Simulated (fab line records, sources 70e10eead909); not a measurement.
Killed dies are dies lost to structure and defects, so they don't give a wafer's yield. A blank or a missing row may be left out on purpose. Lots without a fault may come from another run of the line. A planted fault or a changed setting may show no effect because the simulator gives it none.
fab line records | flow nand_harc | part 1 of 2: steps 1 to 34 of 37
record lots=6 wafers=18 last_day=24
route steps=1159 shown A_ONON_D1@449 A_CHANNEL_HOLE_D1@450 END@1159
lots that met no fault: from a run of the same line without faults
start_h: hours from the record's first day to the start of the lot's first wafer shown | wait_h: hours since the lot's step before | " the same as in the row above | L1.1+2: a row that stands for several wafers | - no value, or no start given | * or withheld: withheld | < > ~ a bound
route shown NAME@n: a module of which the file shows steps, and the number in the route of the first | usual: mean/standard deviation of fault-free wafers | same: alike in all rows | chamber/n: place in a boat | sites: the reading at each site | _std_site: their standard deviation | _edge_site: outer sites' mean less inner sites' | radius_mm: how far each site lies from the wafer's centre | mask NAME#n: copy n | behind: the tool/chamber that last shaped the wafer | hold: why the lot was held/for how many hours/how that ended | device: the transistor (n, p or np) that didn't switch | end of line: the same wafers' tests at the end of the route | a step without rows: its recipe alone | killed: dies lost to structure and defects at the first sort, not the wafer's yield | map: a wafer's dies, x killed, . not, _ none there
set.NAME: the setting as run; set.NAME@STEP: as run at that earlier step | model.NAME: the simulator's own value behind a step, which no gauge read
lots at some steps of the route; a table a step, a row a wafer
services: from which hour (start_h, from the record's first day; less than 0 if before it) a tool's chamber was out of use, for how many hours, and why
## steps
# step NHARC_A_ONON_D1_INSPECT_32
# usual raw_defect_count=75/33
# columns lot.wafer tool chamber start_h wait_h raw_defect_count
L299.1 defect_inspect-02 - 198.73 0.0 149
L299.3 " - " " 209
L299.6 " - " " 136
L302.1 defect_inspect-01 - 206.88 0.0 99
L302.2 " - " " 75
L302.4 " - " " 77
L306.1 defect_inspect-02 - 237.71 0.0 64
L306.4 " - " " 65
L306.6 " - " " 71
L307.4 defect_inspect-02 - 245.89 0.0 78
L307.5 " - " " 68
L307.6 " - " " 145
L314.2 defect_inspect-02 - 274.97 0.0 73
L314.4 " - " " 58
L314.5 " - " " 90
L317.2 defect_inspect-02 - 298.71 0.0 34
L317.3 " - " " 36
L317.4 " - " " 35
# step NHARC_A_CHANNEL_HOLE_D1_DEP_00
# recipe target_thk_a=31000 temp_c=400 material=aC
# step NHARC_A_CHANNEL_HOLE_D1_DEP_01
# recipe target_thk_a=1400 target_thk_nm=140 temp_c=400 pressure_torr=3.5 flow_sccm=200 rf_w=350 material=SiON
# step NHARC_A_CHANNEL_HOLE_D1_DEHYDRATE_02
# recipe temp_c=150 time_s=120
# step NHARC_A_CHANNEL_HOLE_D1_HMDS_03
# recipe time_s=30
# step NHARC_A_CHANNEL_HOLE_D1_COAT_36
# recipe temp_c=260 time_s=75
# step NHARC_A_CHANNEL_HOLE_D1_COAT_37
# recipe temp_c=225 time_s=65
# step NHARC_A_CHANNEL_HOLE_D1_COAT_04
# recipe spin_rpm=1500 resist_thk_nm=90
# step NHARC_A_CHANNEL_HOLE_D1_SOFTBAKE_05
# recipe temp_c=105 time_s=55
# step NHARC_A_CHANNEL_HOLE_D1_EBR_06
# step NHARC_A_CHANNEL_HOLE_D1_EXPOSE_07
# recipe na=1.35 target_cd_nm=100 sigma_outer=0.3 dose_mj=59.65 mask_id=HOLE_D1
# step NHARC_A_CHANNEL_HOLE_D1_PEB_08
# recipe peb_temp_c=100 peb_time_s=65
# usual chill_plate_temp_C=22.98/0.13 exhaust_pa=45.0/0.82
# columns lot.wafer tool chamber start_h wait_h chill_plate_temp_C exhaust_pa
L299.1 litho_track-04 0 202.69 0.1 23.07 44.6
L299.3 " 0 " " 23.11 45.0
L299.6 " 0 " " 23.22 44.3
L302.1 litho_track-01 0 209.62 0.1 22.89 45.5
L302.2 " 0 " " 22.83 45.5
L302.4 " 0 " " 23.01 46.7
L306.1 litho_track-01 0 240.22 0.1 23.04 44.9
L306.4 " 0 " " 22.94 43.3
L306.6 " 0 " " 23.18 45.3
L307.4 litho_track-01 0 248.64 0.0 23.00 45.5
L307.5 " 0 " " 22.95 45.8
L307.6 " 0 " " 22.95 45.1
L314.2 litho_track-04 0 277.62 0.1 22.84 45.5
L314.4 " 0 " " 22.94 44.4
L314.5 " 0 " " 22.87 45.5
L317.2 litho_track-06 0 304.16 0.1 23.04 45.1
L317.3 " 0 " " 22.99 44.5
L317.4 " 0 " " 22.76 43.7
# step NHARC_A_CHANNEL_HOLE_D1_DEVELOP_09
# recipe develop_time_s=35 dev_temp_c=23
# step NHARC_A_CHANNEL_HOLE_D1_CD_MEAS_10
# recipe target_cd_nm=100 landing_energy_ev=500
# usual cd_nm=99.9/0.6
# columns lot.wafer tool chamber start_h wait_h cd_nm
L299.1 cd_sem-02 0 202.77 - 100.2
L299.3 " 0 " " 100.3
L299.6 " 0 " " 100.6
L302.1 cd_sem-03 0 209.70 - 99.5
L302.2 " 0 " " 99.1
L302.4 " 0 " " 100.0
L306.1 cd_sem-01 0 240.30 - 100.1
L306.4 " 0 " " 104.6
L306.6 " 0 " " 100.1
L307.4 cd_sem-01 0 248.72 - 103.9
L307.5 " 0 " " 100.4
L307.6 " 0 " " 100.4
L314.2 cd_sem-03 0 277.70 - 99.8
L314.4 " 0 " " 100.7
L314.5 " 0 " " 100.0
L317.2 cd_sem-01 0 304.24 - 99.6
L317.3 " 0 " " 99.9
L317.4 " 0 " " 99.3
# step NHARC_A_CHANNEL_HOLE_D1_OVL_MEAS_11
# usual overlay_x_nm=0.2/0.71 overlay_y_nm=0.2/0.83
# columns lot.wafer tool chamber start_h wait_h overlay_x_nm overlay_y_nm
L299.1 overlay-02 - 202.86 - 0.2 -0.1
L299.3 " - " " 0.4 -0.5
L299.6 " - " " -0.3 0.1
L302.1 overlay-01 - 209.79 - -0.5 1.5
L302.2 " - " " -0.4 1.5
L302.4 " - " " -1.1 1.6
L306.1 overlay-01 - 240.39 - -0.2 1.7
L306.4 " - " " -0.7 1.7
L306.6 " - " " -0.2 1.8
L307.4 overlay-01 - 248.81 - 0.2 -0.2
L307.5 " - " " 0.3 0.1
L307.6 " - " " -0.1 -0.7
L314.2 overlay-02 - 277.79 - 1.3 -0.5
L314.4 " - " " 1.3 -0.6
L314.5 " - " " 1.0 -0.6
L317.2 overlay-02 - 307.87 - -0.4 0.1
L317.3 " - " " -0.4 0.1
L317.4 " - " " -0.2 0.5
# step NHARC_A_CHANNEL_HOLE_D1_INSPECT_12
# usual raw_defect_count=5/3.1
# columns lot.wafer tool chamber start_h wait_h raw_defect_count
L299.1 defect_inspect-01 - 202.89 0.0 11
L299.3 " - " " 17
L299.6 " - " " 7
L302.1 defect_inspect-02 - 209.83 0.0 9
L302.2 " - " " 4
L302.4 " - " " 1
L306.1 defect_inspect-02 - 240.43 0.0 6
L306.4 " - " " 6
L306.6 " - " " 4
L307.4 defect_inspect-02 - 248.84 0.0 8
L307.5 " - " " 3
L307.6 " - " " 4
L314.2 defect_inspect-01 - 277.82 0.0 5
L314.4 " - " " 3
L314.5 " - " " 6
L317.2 defect_inspect-01 - 307.91 0.0 6
L317.3 " - " " 3
L317.4 " - " " 3
# step NHARC_A_CHANNEL_HOLE_D1_DESCUM_15
# recipe time_s=3 o2_flow_sccm=200 ar_flow_sccm=0 bias_power_w=0 chemistry=O2
# usual drypump_motor_current_A=5.6/0.44 oes_product_au=0.999/0.0098 rf_vpp_V=57.8/0.82 showerhead_plenum_p_Torr=1.93/0.08 throttle_valve_pct=11.311/0.0089
# columns lot.wafer tool chamber start_h wait_h drypump_motor_current_A oes_product_au rf_hours_counter_h rf_vpp_V showerhead_plenum_p_Torr throttle_valve_pct model.A_CHANNEL_HOLE_D1.cd_nm
L299.1 rie_diel-09 0 202.95 0.1 5.7 1.027 7 57.9 1.83 11.311 100.1
L299.3 " 1 " " 5.2 0.997 7 58.7 2.06 11.320 100.2
L299.6 " 3 " " 5.4 0.985 - 58.5 2.01 11.327 101.2
L302.4 rie_diel-08 0 209.89 0.1 5.6 0.994 6 57.7 1.81 11.303 99.56
L302.1 " 2 " " 5.5 0.987 6 57.2 1.85 11.303 100.2
L302.2 " 3 " " 5.4 0.998 6 56.9 1.91 11.330 100.1
L306.1 rie_diel-09 3 240.49 0.1 5.5 0.980 7 58.8 2.01 11.301 100.4
L306.4 " 3 " " 5.4 0.987 - 58.5 2.01 11.299 104.8
L306.6 " 1 " " 5.2 0.992 - 57.8 2.06 11.317 100.2
L307.4 rie_diel-05 2 248.91 0.1 5.0 1.000 6 56.2 1.87 11.302 103.8
L307.5 " 1 " " 6.4 1.016 - 58.4 1.96 11.288 100.9
L307.6 " 2 " " 5.0 1.006 - 58.5 1.87 11.308 100.7
L314.2 rie_diel-05 2 277.89 0.1 5.0 0.990 8 58.1 1.87 11.299 100.4
L314.4 " 3 " " 5.2 1.003 9 58.9 2.00 11.308 100.9
L314.5 " 1 " " 6.4 0.991 - 58.6 1.96 11.295 100.3
L317.2 rie_diel-05 1 307.98 0.1 6.4 0.997 11 58.8 1.95 11.307 100.2
L317.4 " 2 " " 5.0 0.987 11 58.6 1.87 11.313 99.45
L317.3 " 3 " " 5.2 0.998 12 58.9 2.00 11.318 100.5
# step NHARC_A_CHANNEL_HOLE_D1_ETCH_38
# recipe target_depth_a=390 over_etch_frac=0.3 time_s=65 ion_energy_ev=80 cf4_flow_sccm=150 ar_flow_sccm=0 rf_w=300 bias_w=100 chemistry=CF4
# usual cf4_flow_sccm=150.0/0.5 drypump_motor_current_A=5.6/0.44 oes_product_au=0.998/0.0098 rf_vpp_V=151.5/1.1 showerhead_plenum_p_Torr=1.79/0.069 throttle_valve_pct=13.283/0.0084
# columns lot.wafer tool chamber start_h wait_h cf4_flow_sccm drypump_motor_current_A oes_product_au rf_hours_counter_h rf_vpp_V showerhead_plenum_p_Torr throttle_valve_pct
L299.1 rie_diel-09 3 203.05 0.1 150.1 5.4 0.986 5 151.3 1.85 13.281
L299.3 " 1 " " 150.1 5.2 0.999 7 152.4 1.89 13.291
L299.6 " 1 " " 148.9 5.2 1.002 - 152.3 1.89 13.273
L302.1 rie_diel-08 2 209.98 0.1 150.4 5.5 0.992 6 150.2 1.71 13.292
L302.4 " 3 " " 150.3 5.4 0.999 6 151.6 1.77 13.294
L302.2 " 1 " " 150.5 6.1 1.002 5 150.4 1.68 13.279
L306.1 rie_diel-09 3 240.60 0.1 150.4 5.4 0.991 7 152.8 1.85 13.292
L306.6 " 2 " " 150.3 5.7 1.021 - 150.7 1.73 13.295
L306.4 " 3 " " 150.1 5.4 0.982 - 151.5 1.85 13.290
L307.4 rie_diel-05 3 249.01 0.1 150.7 5.2 1.002 6 152.1 1.84 13.285
L307.6 " 0 " " 149.6 6.0 0.986 - 150.7 1.83 13.296
L307.5 " 1 " " 150.0 6.4 1.014 - 152.8 1.81 13.279
L314.2 rie_diel-05 1 277.98 0.1 150.0 6.4 0.998 8 151.5 1.80 13.275
L314.4 " 3 " " 150.2 5.2 0.988 9 150.7 1.84 13.282
L314.5 " 1 " " 150.5 6.4 0.999 - 152.4 1.80 13.281
L317.4 rie_diel-05 2 308.06 0.1 150.4 5.0 0.991 11 151.6 1.73 13.270
L317.3 " 3 " " 149.6 5.2 0.988 12 152.4 1.84 13.280
L317.2 " 1 " " 150.5 6.4 0.991 11 152.1 1.80 13.294
# step NHARC_A_CHANNEL_HOLE_D1_ETCH_39
# recipe target_depth_a=2600 over_etch_frac=0.3 time_s=325 ion_energy_ev=200 n2_flow_sccm=150 h2_flow_sccm=150 ar_flow_sccm=0 rf_w=400 bias_w=150 chemistry=N2/H2
# step NHARC_A_CHANNEL_HOLE_D1_ETCH_34
# recipe target_depth_a=1540 time_s=77 cf4_flow_sccm=100 chf3_flow_sccm=30 ar_flow_sccm=0 rf_w=500 bias_w=200 chemistry=CF4/CHF3
# step NHARC_A_CHANNEL_HOLE_D1_ETCH_16
# recipe target_depth_a=31000 over_etch_frac=0.3 time_s=806 ion_energy_ev=150 o2_flow_sccm=400 cos_flow_sccm=20 ar_flow_sccm=0 rf_w=500 bias_w=300 chemistry=O2/COS
# usual drypump_motor_current_A=5.6/0.43 oes_product_au=1.000/0.01 rf_vpp_V=314.6/1.9 showerhead_plenum_p_Torr=3.16/0.12 throttle_valve_pct=28.331/0.01
# columns lot.wafer tool chamber start_h wait_h drypump_motor_current_A oes_product_au rf_hours_counter_h rf_vpp_V showerhead_plenum_p_Torr throttle_valve_pct
L299.1 rie_diel-09 1 - - 5.2 1.005 7 315.7 3.34 28.333
L299.3 " 0 " " 5.7 1.030 7 312.0 2.99 28.342
L299.6 " 1 " " 5.2 0.992 - 318.3 3.35 28.341
L302.1 rie_diel-08 3 - - 5.4 1.002 6 313.7 3.12 28.312
L302.2 " 0 " " 5.6 0.998 6 312.5 2.97 28.322
L302.4 " 1 " " 6.1 1.007 5 311.3 2.96 28.323
L306.1 rie_diel-09 3 - - 5.5 0.995 8 317.0 3.27 28.322
L306.6 " 3 " " 5.5 0.991 - 317.8 3.27 28.332
L306.4 " 2 " " 5.7 1.021 - 315.4 3.05 28.320
L307.4 rie_diel-05 0 - - 6.1 0.992 6 315.2 3.24 28.338
L307.6 " 2 " " 5.0 0.999 - 312.8 3.06 28.340
L307.5 " 3 " " 5.2 0.995 - 315.8 3.26 28.334
L314.2 rie_diel-05 1 - - 6.4 1.002 8 315.1 3.19 28.351
L314.4 " 0 " " 6.0 1.004 9 316.0 3.23 28.340
L314.5 " 2 " " 5.0 1.002 - 312.7 3.05 28.347
L317.2 rie_diel-05 1 - - 6.4 0.987 11 314.7 3.19 28.331
L317.4 " 3 " " 5.2 0.983 12 315.6 3.25 28.334
L317.3 " 0 " " 6.0 0.999 12 316.0 3.23 28.321
# step NHARC_A_CHANNEL_HOLE_D1_CD_MEAS_18
# usual cd_nm=100.0/2.2
# columns lot.wafer tool chamber start_h wait_h cd_nm
L299.1 cd_sem-03 - 204.27 - 99.5
L299.3 " - " " 101.4
L299.6 " - " " 100.7
L302.1 cd_sem-02 - 211.01 - 98.1
L302.2 " - " " 95.1
L302.4 " - " " 99.8
L306.1 cd_sem-03 - 241.80 - 104.2
L306.4 " - " " 102.5
L306.6 " - " " 101.8
L307.4 cd_sem-02 - 250.02 - 103.5
L307.5 " - " " 101.0
L307.6 " - " " 98.2
L314.2 cd_sem-02 - 279.00 - 101.2
L314.4 " - " " 97.8
L314.5 " - " " 103.2
L317.2 cd_sem-02 - 309.10 - 96.7
L317.3 " - " " 101.7
L317.4 " - " " 99.9
# step NHARC_A_CHANNEL_HOLE_D1_ETCH_19
# recipe bias_v=1200 source_w=2500 pressure_mtorr=15 time_s=34.5 ar_flow_sccm=375 c4f8_flow_sccm=28.8 o2_flow_sccm=96.2 temp_c=-20 target_depth_a=* chemistry=C4F8/O2/Ar
# step NHARC_A_CHANNEL_HOLE_D1_ETCH_20
# recipe bias_v=3000 source_w=withheld pressure_mtorr=20 time_s=361.9 ar_flow_sccm=375 c4f8_flow_sccm=89.3 o2_flow_sccm=35.7 temp_c=-20 target_depth_a=16000 chemistry=C4F8/O2/Ar
# usual drypump_motor_current_A=6.0/0.46 showerhead_plenum_p_Torr=3.76/0.073 throttle_valve_pct=32.155/0.0094
# columns lot.wafer tool chamber start_h wait_h drypump_motor_current_A rf_hours_counter_h showerhead_plenum_p_Torr throttle_valve_pct
L299.1 har_etch-01 1 206.69 0.1 5.2 202 3.82 32.143
L299.3 " 1 " " 5.2 - 3.82 32.169
L299.6 " 1 " " 5.2 - 3.82 32.167
L302.1 har_etch-01 0 211.20 0.1 5.7 206 3.82 32.165
L302.2 " 1 " " 5.2 206 3.82 32.150
L302.4 " 1 " " 5.2 - 3.82 32.151
L306.1 har_etch-02 0 241.99 0.1 6.1 126 3.65 32.173
L306.4 " 0 " " 6.1 - 3.65 32.164
L306.6 " 1 " " 6.5 - 3.80 32.154
L307.4 har_etch-01 1 250.35 0.2 5.2 - 3.81 32.157
L307.6 " 0 " " 5.7 - 3.81 32.152
L307.5 " 1 " " 5.3 - 3.81 32.152
L314.2 har_etch-02 0 279.20 0.1 6.1 143 3.64 32.151
L314.4 " 0 " " 6.1 - 3.64 32.140
L314.5 " 1 " " 6.5 - 3.79 32.145
L317.2 har_etch-02 0 309.33 0.1 6.1 157 3.63 32.149
L317.3 " 1 " " 6.5 - 3.78 32.157
L317.4 " 0 " " 6.1 - 3.63 32.149
# step NHARC_A_CHANNEL_HOLE_D1_ETCH_21
# recipe bias_v=3000 source_w=withheld pressure_mtorr=20 time_s=514.3 ar_flow_sccm=375 c4f8_flow_sccm=89.3 o2_flow_sccm=35.7 temp_c=-20 target_depth_a=16000 chemistry=C4F8/O2/Ar
# step NHARC_A_CHANNEL_HOLE_D1_ETCH_22
# recipe bias_v=3000 source_w=withheld pressure_mtorr=20 time_s=666.7 ar_flow_sccm=375 c4f8_flow_sccm=89.3 o2_flow_sccm=35.7 temp_c=-20 target_depth_a=16000 chemistry=C4F8/O2/Ar
# usual drypump_motor_current_A=6.0/0.47 showerhead_plenum_p_Torr=3.76/0.073 throttle_valve_pct=32.154/0.0094
# columns lot.wafer tool chamber start_h wait_h drypump_motor_current_A rf_hours_counter_h showerhead_plenum_p_Torr throttle_valve_pct
L299.1 har_etch-01 1 207.49 0.4 5.2 203 3.82 32.162
L299.3 " 1 " " 5.2 - 3.82 32.164
L299.6 " 1 " " 5.2 - 3.82 32.162
L302.1 har_etch-01 0 211.95 0.4 5.7 207 3.82 32.170
L302.2 " 1 " " 5.2 207 3.82 32.138
L302.4 " 1 " " 5.2 - 3.82 32.136
L306.1 har_etch-02 0 242.74 0.4 6.1 127 3.65 32.137
L306.4 " 0 " " 6.1 - 3.65 32.143
L306.6 " 1 " " 6.5 - 3.79 32.140
L307.4 har_etch-01 1 251.23 0.4 5.2 - 3.81 32.156
L307.6 " 0 " " 5.6 - 3.81 32.140
L307.5 " 1 " " 5.2 - 3.81 32.153
L314.2 har_etch-02 0 279.96 0.4 6.1 143 3.64 32.150
L314.4 " 0 " " 6.1 - 3.64 32.139
L314.5 " 1 " " 6.5 - 3.79 32.150
L317.2 har_etch-02 0 310.13 0.4 6.1 158 3.63 32.165
L317.3 " 1 " " 6.5 - 3.78 32.146
L317.4 " 0 " " 6.1 - 3.63 32.145
# step NHARC_A_CHANNEL_HOLE_D1_ETCH_23
# recipe bias_v=5000 source_w=withheld pressure_mtorr=20 time_s=819 ar_flow_sccm=375 c4f8_flow_sccm=89.3 o2_flow_sccm=35.7 temp_c=-20 target_depth_a=16000 chemistry=C4F8/O2/Ar
# step NHARC_A_CHANNEL_HOLE_D1_ETCH_24
# recipe bias_v=5000 source_w=withheld pressure_mtorr=20 time_s=906.2 ar_flow_sccm=375 c4f8_flow_sccm=93.8 o2_flow_sccm=31.2 temp_c=-20 target_depth_a=15000 chemistry=C4F8/O2/Ar
# usual drypump_motor_current_A=6.0/0.47 showerhead_plenum_p_Torr=3.75/0.073 throttle_valve_pct=32.235/0.01
# columns lot.wafer tool chamber start_h wait_h drypump_motor_current_A rf_hours_counter_h showerhead_plenum_p_Torr throttle_valve_pct
L299.1 har_etch-01 1 208.77 0.6 5.2 204 3.81 32.235
L299.3 " 1 " " 5.2 - 3.81 32.223
L299.6 " 1 " " 5.2 - 3.81 32.237
L302.1 har_etch-01 0 213.22 0.6 5.7 208 3.81 32.246
L302.2 " 1 " " 5.2 208 3.81 32.258
L302.4 " 1 " " 5.2 - 3.81 32.234
L306.1 har_etch-02 0 244.01 0.6 6.1 128 3.64 32.233
L306.4 " 0 " " 6.1 - 3.64 32.261
L306.6 " 1 " " 6.5 - 3.79 32.243
L307.4 har_etch-01 1 252.57 0.6 5.2 - 3.80 32.229
L307.6 " 0 " " 5.7 - 3.80 32.229
L307.5 " 1 " " 5.2 - 3.80 32.253
L314.2 har_etch-02 0 281.22 0.6 6.1 145 3.63 32.240
L314.4 " 0 " " 6.1 - 3.63 32.258
L314.5 " 1 " " 6.5 - 3.78 32.253
L317.2 har_etch-02 0 311.42 0.6 6.1 159 3.63 32.233
L317.3 " 1 " " 6.5 - 3.77 32.244
L317.4 " 0 " " 6.1 - 3.63 32.223
# step NHARC_A_CHANNEL_HOLE_D1_ETCH_25
# recipe bias_v=5000 source_w=withheld pressure_mtorr=20 time_s=1040.2 ar_flow_sccm=375 c4f8_flow_sccm=93.8 o2_flow_sccm=31.2 temp_c=-20 target_depth_a=15000 chemistry=C4F8/O2/Ar
# step NHARC_A_CHANNEL_HOLE_D1_ETCH_26
# recipe bias_v=300 source_w=2000 pressure_mtorr=30 time_s=224.1 ar_flow_sccm=375 c4f8_flow_sccm=11.4 o2_flow_sccm=113.6 temp_c=-20 target_depth_a=3000 chemistry=C4F8/O2/Ar
# step NHARC_A_CHANNEL_HOLE_D1_ETCH_33
# recipe bias_v=400 source_w=2000 pressure_mtorr=25 time_s=90 ar_flow_sccm=375 c4f8_flow_sccm=41.7 o2_flow_sccm=83.3 temp_c=-20 target_depth_a=4000 chemistry=C4F8/O2/Ar
# step NHARC_A_CHANNEL_HOLE_D1_STRIP_41
# recipe n2_flow_sccm=150 h2_flow_sccm=150 ar_flow_sccm=0 bias_w=0 chemistry=N2/H2
# step NHARC_A_CHANNEL_HOLE_D1_STRIP_42
# recipe cf4_flow_sccm=100 chf3_flow_sccm=30 ar_flow_sccm=0 bias_w=0 chemistry=CF4/CHF3
# step NHARC_A_CHANNEL_HOLE_D1_STRIP_43
# recipe o2_flow_sccm=400 cos_flow_sccm=20 ar_flow_sccm=0 bias_w=0 chemistry=O2/COS
## key
first_sign step=NHARC_A_CHANNEL_HOLE_D1_CD_MEAS_10 reading=cd_nm direction=up sigmas=7.3 usual=99.9 struck=104.2
effect none on later readings
model_effect step=NHARC_A_CHANNEL_HOLE_D1_DESCUM_15 value=A_CHANNEL_HOLE_D1.cd_nm without=99.72 struck=104.3
model_effect step=NHARC_A_CHANNEL_HOLE_D1_ETCH_44 value=A_CHANNEL_HOLE_D1.cd_nm without=88.61 struck=93.18
met_at NHARC_A_CHANNEL_HOLE_D1_PEB_08
struck_wafers L306.4,L307.4
tester_left_out L306,L307
onset_between 209.62 240.22
fault kind=process_parameter_drift tool=litho_track-01 chamber=- onset_h=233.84 steps=NHARC_A_CHANNEL_HOLE_D1_PEB_08 channel=peb_time_s offset=* shape=step end_h=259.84 scope=struck_wafers_only acts_in=* stated=*
# tester_left_out: of these lots the tester's yield and bins aren't shown, on N5 and GAA mostly nor the transistor test; their killed dies are dies lost to structure and defects alone, not to doping, threshold or leakage, so they don't give the yield
